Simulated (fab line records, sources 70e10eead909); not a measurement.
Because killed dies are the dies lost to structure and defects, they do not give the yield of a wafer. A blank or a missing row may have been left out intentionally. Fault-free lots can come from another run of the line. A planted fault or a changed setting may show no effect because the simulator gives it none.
fab line records	flow nand-harc	part 1 of 2: steps 1 to 16 of 25
record: lots: 5	wafers: 15	last-day: 31
route steps=1302 shown A_STAIRCASE@729
lots that met no fault: from a run of the same line without faults
start-h: hours from the record's first day to the start of the lot's first wafer shown	wait-h: hours from the lot's prior step to this one	" same as the row above	L1.1+2: one row covering several wafers at once	- either no value or no given start	* or withheld: withheld	< > ~ a bound
route shown NAME@n: a module of which the file shows steps, and the number in the route of the first	usual: mean/standard deviation of fault-free wafers	same: alike in all rows	chamber/n: place in a boat	sites: readings site by site	_std_site: how widely they spread, as a standard deviation	_edge_site: the outer-site mean with the inner-site mean subtracted	radius-mm: how far each site lies from the wafer's centre	mask NAME#n: copy n	behind: tool/chamber where the wafer was last shaped	hold: reason for holding the lot/hours on hold/outcome of the hold	device: which transistor (n, p or np) failed to switch	end of line: tests of these same wafers at the route's end	for a step that has no rows: nothing shown but its recipe	killed: at the first sort, the dies lost to defects and structure; wafer yield is something else	map: a wafer's dies, marking killed ones x, the rest . and places with no die _
set.NAME: the setting as run; set.NAME@STEP: as run at that earlier step	model.NAME: the simulator's own value behind a step, which no gauge read
a table for each step, a row for each wafer; lots at some steps of the route
services: from which hour (start-h, from the record's first day; less than 0 if before it) a tool's chamber was out of use, for how many hours, and why
== steps ==
step: NHARC_A_STAIRCASE_PEB_215
recipe: peb-temp-c: 115	peb-time-s: 130
usual: chill-plate-temp-C: 22.99/0.093
lot.wafer	tool	chamber	start-h	wait-h	chill-plate-temp-C
L075.1	litho-track-02	0	365.05	0.1	22.96
L075.3	"	0	"	"	23.00
L075.4	"	0	"	"	22.93
L083.2	litho-track-02	0	439.20	0.1	23.06
L083.4	"	0	"	"	23.01
L083.5	"	0	"	"	22.94
L085.4	litho-track-02	0	474.60	0.0	23.06
L085.5	"	0	"	"	23.15
L085.6	"	0	"	"	23.13
L087.1	litho-track-07	0	503.19	0.1	22.86
L087.3	"	0	"	"	22.96
L087.4	"	0	"	"	23.02
L093.2	litho-track-05	0	556.18	0.1	23.09
L093.4	"	0	"	"	22.99
L093.5	"	0	"	"	23.03
step: NHARC_A_STAIRCASE_DEVELOP_216
recipe: time-s: 140
usual: chill-plate-temp-C: 22.99/0.097
lot.wafer	tool	chamber	start-h	wait-h	chill-plate-temp-C
L075.1	litho-track-02	0	-	-	22.99
L075.3	"	0	"	"	22.97
L075.4	"	0	"	"	22.92
L083.2	litho-track-02	0	-	-	22.87
L083.4	"	0	"	"	23.03
L083.5	"	0	"	"	22.91
L085.4	litho-track-02	0	-	-	22.75
L085.5	"	0	"	"	22.91
L085.6	"	0	"	"	22.98
L087.1	litho-track-07	0	-	-	22.95
L087.3	"	0	"	"	22.90
L087.4	"	0	"	"	23.04
L093.2	litho-track-05	0	-	-	22.96
L093.4	"	0	"	"	23.03
L093.5	"	0	"	"	22.97
step: NHARC_A_STAIRCASE_HARDBAKE_218
recipe: temp-c: 120	time-s: 140
usual: chill-plate-temp-C: 23.01/0.11
lot.wafer	tool	chamber	start-h	wait-h	chill-plate-temp-C
L075.1	litho-track-07	0	365.27	-	22.95
L075.3	"	0	"	"	22.95
L075.4	"	0	"	"	22.89
L083.2	litho-track-02	0	439.42	-	23.15
L083.4	"	0	"	"	23.12
L083.5	"	0	"	"	23.25
L085.4	litho-track-07	0	474.84	-	22.99
L085.5	"	0	"	"	23.06
L085.6	"	0	"	"	22.93
L087.1	litho-track-02	0	503.41	-	23.08
L087.3	"	0	"	"	22.80
L087.4	"	0	"	"	22.91
L093.2	litho-track-02	0	556.40	-	22.96
L093.4	"	0	"	"	23.01
L093.5	"	0	"	"	23.09
step: NHARC_A_STAIRCASE_DESCUM_219
recipe: time-s: 3	o2-flow-sccm: 200	ar-flow-sccm: 0	bias-power-w: 0	chemistry: O2
usual: drypump-motor-current-A: 5.8/0.4	mfc-ar-sccm: 0.005/0.0098	oes-product-au: 0.999/0.0085	rf-vpp-V: 57.7/0.96	showerhead-plenum-p-Torr: 1.88/0.098	throttle-valve-pct: 11.311/0.0092
lot.wafer	tool	chamber	start-h	wait-h	drypump-motor-current-A	mfc-ar-sccm	oes-product-au	rf-hours-counter-h	rf-vpp-V	showerhead-plenum-p-Torr	throttle-valve-pct
L075.3	rie-diel-02	3	365.36	-	5.9	0	0.988	46	59.7	2.06	11.316
L075.4	"	0	"	"	6.2	0	0.996	46	57.5	1.81	11.299
L075.1	"	2	"	"	5.1	0	1.002	45	58.4	1.78	11.302
L083.4	rie-diel-02	1	439.51	-	5.9	0	0.997	13	58.2	1.86	11.313
L083.2	"	2	"	"	5.1	0	0.996	12	57.3	1.78	11.330
L083.5	"	2	"	"	5.1	0	0.990	-	55.7	1.78	11.309
L085.4	rie-diel-02	2	474.91	-	5.1	0	0.995	25	57.1	1.77	11.311
L085.5	"	2	"	"	5.1	0	0.995	-	56.2	1.77	11.319
L085.6	"	3	"	"	5.9	0	0.999	-	59.1	2.05	11.317
L087.1	rie-diel-05	2	503.51	-	6.1	0	1.011	12	58.9	2.04	11.309
L087.3	"	0	"	"	5.8	0	1.007	26	57.9	1.79	11.323
L087.4	"	0	"	"	5.8	0	1.010	-	58.0	1.79	11.322
L093.2	rie-diel-09	2	556.51	-	6.0	0.012	0.998	16	60.9	1.88	11.310
L093.4	"	3	"	"	5.0	0	0.996	16	57.7	1.96	11.315
L093.5	"	1	"	"	5.3	0	1.003	-	56.9	1.84	11.319
step: NHARC_A_STAIRCASE_TRIM_220
recipe: time-s: 211.2	o2-flow-sccm: 500	ar-flow-sccm: 0	bias-w: 0	chemistry: O2
usual: drypump-motor-current-A: 5.8/0.41	mfc-ar-sccm: 0.005/0.0095	oes-product-au: 0.998/0.0091	rf-vpp-V: 57.6/0.97	showerhead-plenum-p-Torr: 3.49/0.17	throttle-valve-pct: 17.038/0.009
lot.wafer	tool	chamber	start-h	wait-h	drypump-motor-current-A	mfc-ar-sccm	oes-product-au	rf-hours-counter-h	rf-vpp-V	showerhead-plenum-p-Torr	throttle-valve-pct
L075.4	rie-diel-02	0	365.45	0.1	6.2	0	0.996	46	56.4	3.34	17.025
L075.3	"	2	"	"	5.1	0	0.990	45	57.2	3.31	17.053
L075.1	"	3	"	"	6.0	0	0.987	46	59.2	3.78	17.030
L083.2	rie-diel-02	2	439.63	0.1	5.1	0	1.001	12	57.3	3.29	17.033
L083.4	"	3	"	"	5.9	0	0.995	12	58.2	3.77	17.021
L083.5	"	0	"	"	6.3	0	0.985	-	58.1	3.33	17.031
L085.4	rie-diel-02	3	475.00	0.1	5.9	0	0.991	24	59.8	3.76	17.046
L085.6	"	3	"	"	5.9	0	0.988	-	57.4	3.76	17.027
L085.5	"	0	"	"	6.3	0	0.999	-	56.0	3.33	17.044
L087.3	rie-diel-05	1	504.04	0.5	6.1	0.032	0.993	26	58.0	3.34	17.026
L087.1	"	0	"	"	5.8	0	1.010	27	58.4	3.31	17.040
L087.4	"	1	"	"	6.0	0.032	0.999	-	56.8	3.34	17.034
L093.4	rie-diel-09	0	556.58	0.1	6.3	0.008	0.989	18	56.9	3.40	17.043
L093.2	"	1	"	"	5.3	0	0.989	18	57.3	3.41	17.060
L093.5	"	1	"	"	5.3	0	0.995	-	57.6	3.41	17.022
step: NHARC_A_STAIRCASE_ETCH_221
recipe: target-depth-a: 1000	time-s: 40.5	ion-energy-ev: 400	c4f8-flow-sccm: 20	o2-flow-sccm: 10	ar-flow-sccm: withheld	rf-w: 600	bias-w: 1000	chemistry: C4F8/O2
usual: oes-product-au: 0.942/0.014	rf-vpp-V: 894/6.3
lot.wafer	tool	chamber	start-h	wait-h	oes-product-au	rf-hours-counter-h	rf-vpp-V
L075.4	rie-diel-02	3	-	-	0.936	46	905
L075.1	"	1	"	"	0.943	45	893
L075.3	"	2	"	"	0.954	45	888
L083.2	rie-diel-02	3	-	-	0.947	12	904
L083.4	"	1	"	"	0.939	14	893
L083.5	"	2	"	"	0.947	-	887
L085.4	rie-diel-02	1	-	-	0.957	27	893
L085.6	"	0	"	"	0.941	-	888
L085.5	"	1	"	"	0.964	-	893
L087.3	rie-diel-05	2	-	-	0.932	13	903
L087.1	"	0	"	"	0.929	27	888
L087.4	"	2	"	"	0.938	-	903
L093.4	rie-diel-09	2	-	-	0.922	16	893
L093.2	"	0	"	"	0.926	18	891
L093.5	"	2	"	"	0.924	-	893
step: NHARC_A_STAIRCASE_TRIM_222
recipe: time-s: 211.2	o2-flow-sccm: 500	ar-flow-sccm: 0	bias-w: 0	chemistry: O2
usual: drypump-motor-current-A: 5.8/0.4	mfc-ar-sccm: 0.005/0.0098	oes-product-au: 0.999/0.0089	rf-vpp-V: 57.6/0.91	showerhead-plenum-p-Torr: 3.46/0.16	throttle-valve-pct: 17.037/0.0083
lot.wafer	tool	chamber	start-h	wait-h	drypump-motor-current-A	mfc-ar-sccm	oes-product-au	rf-hours-counter-h	rf-vpp-V	showerhead-plenum-p-Torr	throttle-valve-pct
L075.1	rie-diel-02	0	-	-	6.2	0	0.996	46	56.1	3.34	17.030
L075.3	"	2	"	"	5.1	0	1.003	45	57.3	3.31	17.041
L075.4	"	3	"	"	5.9	0	0.990	46	59.6	3.78	17.021
L083.2	rie-diel-02	2	-	-	5.1	0	1.004	16	57.3	3.29	17.030
L083.4	"	3	"	"	5.9	0	1.022	16	58.1	3.77	17.044
L083.5	"	0	"	"	6.2	0	1.005	-	57.0	3.33	17.027
L085.4	rie-diel-02	3	-	-	5.9	0	0.998	24	58.4	3.76	17.054
L085.6	"	0	"	"	6.2	0	0.991	-	57.8	3.33	17.023
L085.5	"	1	"	"	5.9	0	0.992	-	56.9	3.42	17.032
L087.3	rie-diel-05	2	-	-	6.1	0	0.990	13	58.0	3.74	17.028
L087.1	"	1	"	"	6.0	0.032	0.995	26	57.1	3.34	17.040
L087.4	"	2	"	"	6.1	0	1.006	-	58.0	3.74	17.032
L093.4	rie-diel-09	0	-	-	6.3	0.008	0.993	18	57.9	3.40	17.033
L093.2	"	2	"	"	6.0	0.012	0.997	16	59.2	3.48	17.046
L093.5	"	3	"	"	5.0	0	1.000	-	57.0	3.61	17.041
step: NHARC_A_STAIRCASE_ETCH_223
recipe: target-depth-a: 1000	time-s: 40.5	ion-energy-ev: 400	c4f8-flow-sccm: 20	o2-flow-sccm: 10	ar-flow-sccm: withheld	rf-w: 600	bias-w: 1000	chemistry: C4F8/O2
usual: oes-product-au: 0.941/0.011	rf-vpp-V: 894/6.1
lot.wafer	tool	chamber	start-h	wait-h	oes-product-au	rf-hours-counter-h	rf-vpp-V
L075.3	rie-diel-02	3	-	-	0.937	47	905
L075.1	"	1	"	"	0.941	45	893
L075.4	"	2	"	"	0.944	45	888
L083.4	rie-diel-02	2	-	-	0.947	16	887
L083.2	"	3	"	"	0.953	16	903
L083.5	"	2	"	"	0.960	-	888
L085.4	rie-diel-02	0	-	-	0.936	26	888
L085.5	"	0	"	"	0.932	-	890
L085.6	"	1	"	"	0.941	-	892
L087.3	rie-diel-05	2	-	-	0.935	13	903
L087.1	"	1	"	"	0.925	26	889
L087.4	"	0	"	"	0.944	-	888
L093.4	rie-diel-09	2	-	-	0.945	16	893
L093.2	"	3	"	"	0.933	17	898
L093.5	"	1	"	"	0.930	-	892
step: NHARC_A_STAIRCASE_TRIM_224
recipe: time-s: 211.2	o2-flow-sccm: 500	ar-flow-sccm: 0	bias-w: 0	chemistry: O2
usual: drypump-motor-current-A: 5.8/0.4	mfc-ar-sccm: 0.005/0.0095	oes-product-au: 0.998/0.0081	rf-vpp-V: 57.6/0.85	showerhead-plenum-p-Torr: 3.47/0.16	throttle-valve-pct: 17.036/0.0085
lot.wafer	tool	chamber	start-h	wait-h	drypump-motor-current-A	mfc-ar-sccm	oes-product-au	rf-hours-counter-h	rf-vpp-V	showerhead-plenum-p-Torr	throttle-valve-pct
L075.4	rie-diel-02	1	-	-	5.9	0	0.989	45	57.9	3.44	17.031
L075.1	"	2	"	"	5.1	0	0.999	45	56.8	3.31	17.032
L075.3	"	0	"	"	6.2	0	1.001	47	56.8	3.34	17.040
L083.4	rie-diel-02	3	-	-	5.9	0	1.003	16	58.9	3.77	17.042
L083.2	"	0	"	"	6.2	0	0.995	15	57.0	3.33	17.037
L083.5	"	2	"	"	5.1	0	0.994	-	56.7	3.29	17.024
L085.4	rie-diel-02	3	-	-	6.0	0	0.996	25	58.8	3.76	17.046
L085.6	"	0	"	"	6.3	0	0.996	-	56.9	3.33	17.048
L085.5	"	1	"	"	5.9	0	0.994	-	57.3	3.42	17.034
L087.1	rie-diel-05	1	-	-	6.0	0.032	0.997	26	58.7	3.34	17.029
L087.3	"	2	"	"	6.2	0	1.012	13	57.8	3.74	17.042
L087.4	"	0	"	"	5.9	0	1.006	-	57.3	3.31	17.045
L093.2	rie-diel-09	0	-	-	6.3	0.008	1.000	18	57.0	3.40	17.033
L093.4	"	3	"	"	4.9	0	0.997	17	58.7	3.61	17.040
L093.5	"	0	"	"	6.3	0.008	1.003	-	57.4	3.40	17.033
step: NHARC_A_STAIRCASE_ETCH_225
recipe: target-depth-a: 1000	time-s: 40.5	ion-energy-ev: 400	c4f8-flow-sccm: 20	o2-flow-sccm: 10	ar-flow-sccm: withheld	rf-w: 600	bias-w: 1000	chemistry: C4F8/O2
usual: oes-product-au: 0.943/0.011	rf-vpp-V: 894/6.2
lot.wafer	tool	chamber	start-h	wait-h	oes-product-au	rf-hours-counter-h	rf-vpp-V
L075.3	rie-diel-02	3	-	-	0.931	47	906
L075.1	"	0	"	"	0.954	47	889
L075.4	"	1	"	"	0.940	45	895
L083.2	rie-diel-02	2	-	-	0.957	16	889
L083.4	"	0	"	"	0.936	15	889
L083.5	"	1	"	"	0.931	-	891
L085.4	rie-diel-02	3	-	-	0.936	25	906
L085.6	"	3	"	"	0.926	-	904
L085.5	"	0	"	"	0.941	-	888
L087.1	rie-diel-05	0	-	-	0.943	27	888
L087.3	"	1	"	"	0.929	27	889
L087.4	"	1	"	"	0.931	-	887
L093.4	rie-diel-09	0	-	-	0.948	18	892
L093.2	"	1	"	"	0.935	18	892
L093.5	"	0	"	"	0.949	-	891
step: NHARC_A_STAIRCASE_TRIM_226
recipe: time-s: 211.2	o2-flow-sccm: 500	ar-flow-sccm: 0	bias-w: 0	chemistry: O2
usual: drypump-motor-current-A: 5.8/0.4	mfc-ar-sccm: 0.005/0.0096	oes-product-au: 0.999/0.0089	rf-vpp-V: 57.6/0.99	showerhead-plenum-p-Torr: 3.48/0.17	throttle-valve-pct: 17.036/0.0095
lot.wafer	tool	chamber	start-h	wait-h	drypump-motor-current-A	mfc-ar-sccm	oes-product-au	rf-hours-counter-h	rf-vpp-V	showerhead-plenum-p-Torr	throttle-valve-pct
L075.4	rie-diel-02	2	-	-	5.1	0	0.997	46	57.5	3.31	17.017
L075.1	"	3	"	"	5.9	0	0.985	47	57.0	3.78	17.044
L075.3	"	0	"	"	6.2	0	1.017	47	57.5	3.34	17.043
L083.4	rie-diel-02	3	-	-	5.9	0	1.017	16	58.9	3.77	17.023
L083.2	"	2	"	"	5.1	0	1.001	16	58.2	3.29	17.024
L083.5	"	3	"	"	6.0	0	1.003	-	58.1	3.77	17.030
L085.4	rie-diel-02	0	-	-	6.2	0	0.990	27	57.1	3.33	17.048
L085.6	"	1	"	"	5.9	0	0.987	-	57.3	3.42	17.049
L085.5	"	2	"	"	5.1	0	1.003	-	58.4	3.29	17.036
L087.3	rie-diel-05	1	-	-	6.0	0.032	0.999	27	58.1	3.34	17.043
L087.4	"	3	"	"	5.9	0.012	0.997	24	55.5	3.61	17.040
L087.1	"	0	"	"	5.9	0	1.011	27	57.4	3.31	17.034
L093.2	rie-diel-09	2	-	-	6.0	0.012	1.001	16	58.3	3.48	17.025
L093.4	"	1	"	"	5.3	0	0.998	18	58.3	3.41	17.022
L093.5	"	3	"	"	5.0	0	0.996	-	56.6	3.61	17.024
step: NHARC_A_STAIRCASE_ETCH_227
recipe: target-depth-a: 1000	time-s: 40.5	ion-energy-ev: 400	c4f8-flow-sccm: 20	o2-flow-sccm: 10	ar-flow-sccm: withheld	rf-w: 600	bias-w: 1000	chemistry: C4F8/O2
usual: oes-product-au: 0.942/0.0099	rf-vpp-V: 894/6.3
lot.wafer	tool	chamber	start-h	wait-h	oes-product-au	rf-hours-counter-h	rf-vpp-V
L075.3	rie-diel-02	2	-	-	0.936	46	888
L075.1	"	0	"	"	0.943	47	888
L075.4	"	1	"	"	0.927	46	895
L083.2	rie-diel-02	2	-	-	0.950	16	888
L083.4	"	0	"	"	0.926	16	888
L083.5	"	2	"	"	0.953	-	886
L085.4	rie-diel-02	3	-	-	0.940	25	906
L085.5	"	2	"	"	0.937	-	887
L085.6	"	3	"	"	0.948	-	904
L087.3	rie-diel-05	3	-	-	0.930	24	899
L087.1	"	0	"	"	0.939	28	888
L087.4	"	1	"	"	0.925	27	887
L093.4	rie-diel-09	0	-	-	0.950	18	892
L093.2	"	1	"	"	0.957	18	891
L093.5	"	3	"	"	0.934	-	898
step: NHARC_A_STAIRCASE_TRIM_229
recipe: time-s: 211.2	o2-flow-sccm: 500	ar-flow-sccm: 0	bias-w: 0	chemistry: O2
usual: drypump-motor-current-A: 5.8/0.42	mfc-ar-sccm: 0.006/0.0098	oes-product-au: 1.000/0.0082	rf-vpp-V: 57.8/0.91	showerhead-plenum-p-Torr: 3.48/0.16	throttle-valve-pct: 17.037/0.0086
lot.wafer	tool	chamber	start-h	wait-h	drypump-motor-current-A	mfc-ar-sccm	oes-product-au	rf-hours-counter-h	rf-vpp-V	showerhead-plenum-p-Torr	throttle-valve-pct
L075.1	rie-diel-02	2	366.63	0.1	5.1	0	0.995	46	57.9	3.31	17.032
L075.3	"	3	"	"	5.9	0	0.993	47	59.5	3.78	17.033
L075.4	"	1	"	"	5.9	0	0.990	46	57.0	3.44	17.040
L083.4	rie-diel-09	2	443.53	0.1	6.0	0.012	0.998	46	57.5	3.50	17.021
L083.2	"	3	"	"	5.0	0	0.991	46	57.3	3.62	17.043
L083.5	"	0	"	"	6.3	0.008	0.998	-	59.1	3.42	17.040
L085.4	rie-diel-02	2	476.09	0.1	5.1	0	1.004	25	56.4	3.29	17.027
L085.6	"	3	"	"	5.9	0	0.986	-	57.5	3.76	17.048
L085.5	"	0	"	"	6.3	0	0.999	-	57.5	3.33	17.024
L087.3	rie-diel-05	1	505.74	0.1	6.0	0.032	0.983	27	56.6	3.34	17.030
L087.4	"	2	"	"	6.2	0	0.998	14	57.2	3.74	17.041
L087.1	"	0	"	"	5.8	0	0.998	28	57.0	3.31	17.041
L093.4	rie-diel-05	0	557.62	0.1	5.9	0	1.003	47	56.4	3.30	17.041
L093.2	"	1	"	"	6.0	0.032	0.990	45	58.3	3.33	17.040
L093.5	"	0	"	"	5.9	0	1.009	-	58.6	3.30	17.048
step: NHARC_A_STAIRCASE_ETCH_230
recipe: target-depth-a: 1000	time-s: 40.5	ion-energy-ev: 400	c4f8-flow-sccm: 20	o2-flow-sccm: 10	ar-flow-sccm: withheld	rf-w: 600	bias-w: 1000	chemistry: C4F8/O2
usual: oes-product-au: 0.953/0.016	rf-vpp-V: 894/5.9
lot.wafer	tool	chamber	start-h	wait-h	oes-product-au	rf-hours-counter-h	rf-vpp-V
L075.4	rie-diel-02	0	-	-	0.959	47	890
L075.3	"	1	"	"	0.944	46	893
L075.1	"	2	"	"	0.942	46	889
L083.4	rie-diel-09	2	-	-	0.967	46	895
L083.2	"	0	"	"	0.977	47	893
L083.5	"	2	"	"	0.968	-	895
L085.4	rie-diel-02	3	-	-	0.936	25	905
L085.6	"	2	"	"	0.940	-	887
L085.5	"	3	"	"	0.941	-	905
L087.1	rie-diel-05	1	-	-	0.939	27	889
L087.4	"	2	"	"	0.944	14	903
L087.3	"	3	"	"	0.923	25	899
L093.2	rie-diel-05	0	-	-	0.965	47	887
L093.4	"	1	"	"	0.966	45	889
L093.5	"	3	"	"	0.945	-	898
step: NHARC_A_STAIRCASE_TRIM_231
recipe: time-s: 211.2	o2-flow-sccm: 500	ar-flow-sccm: 0	bias-w: 0	chemistry: O2
usual: drypump-motor-current-A: 5.8/0.42	mfc-ar-sccm: 0.006/0.0098	oes-product-au: 1.001/0.0097	rf-vpp-V: 57.7/0.92	showerhead-plenum-p-Torr: 3.49/0.16	throttle-valve-pct: 17.036/0.0091
lot.wafer	tool	chamber	start-h	wait-h	drypump-motor-current-A	mfc-ar-sccm	oes-product-au	rf-hours-counter-h	rf-vpp-V	showerhead-plenum-p-Torr	throttle-valve-pct
L075.1	rie-diel-02	2	-	-	5.1	0	0.998	46	57.1	3.31	17.022
L075.3	"	3	"	"	5.9	0	0.980	47	58.5	3.78	17.031
L075.4	"	1	"	"	5.9	0	0.997	46	56.7	3.44	17.032
L083.2	rie-diel-09	1	-	-	5.3	0	1.011	45	58.3	3.42	17.024
L083.4	"	0	"	"	6.3	0.008	1.018	47	57.9	3.42	17.040
L083.5	"	2	"	"	6.0	0.012	1.003	-	57.0	3.50	17.042
L085.4	rie-diel-02	1	-	-	6.0	0	0.995	27	55.6	3.42	17.044
L085.6	"	0	"	"	6.2	0	0.995	-	56.6	3.33	17.034
L085.5	"	1	"	"	5.9	0	0.992	-	58.6	3.42	17.047
L087.1	rie-diel-05	3	-	-	5.9	0.012	0.996	25	58.3	3.61	17.035
L087.4	"	1	"	"	6.0	0.032	1.006	27	57.8	3.34	17.015
L087.3	"	2	"	"	6.1	0	0.997	14	57.1	3.74	17.026
L093.4	rie-diel-05	2	-	-	6.1	0	1.013	29	58.9	3.73	17.029
L093.2	"	0	"	"	5.8	0	1.015	47	55.0	3.30	17.036
L093.5	"	2	"	"	6.1	0	1.008	-	57.4	3.73	17.046
step: NHARC_A_STAIRCASE_ETCH_232
recipe: target-depth-a: 1000	time-s: 40.5	ion-energy-ev: 400	c4f8-flow-sccm: 20	o2-flow-sccm: 10	ar-flow-sccm: withheld	rf-w: 600	bias-w: 1000	chemistry: C4F8/O2
usual: oes-product-au: 0.947/0.012	rf-vpp-V: 894/6
lot.wafer	tool	chamber	start-h	wait-h	oes-product-au	rf-hours-counter-h	rf-vpp-V
L075.1	rie-diel-02	2	-	-	0.940	46	887
L075.3	"	3	"	"	0.948	47	905
L075.4	"	0	"	"	0.972	47	890
L083.4	rie-diel-09	3	-	-	0.962	46	900
L083.2	"	1	"	"	0.946	45	893
L083.5	"	0	"	"	0.964	-	891
L085.4	rie-diel-02	3	-	-	0.948	25	906
L085.6	"	2	"	"	0.956	-	888
L085.5	"	3	"	"	0.946	-	903
L087.4	rie-diel-05	3	-	-	0.931	25	900
L087.3	"	0	"	"	0.960	28	888
L087.1	"	1	"	"	0.940	27	889
L093.4	rie-diel-05	2	-	-	0.964	29	904
L093.2	"	3	"	"	0.928	41	899
L093.5	"	1	"	"	0.960	-	888
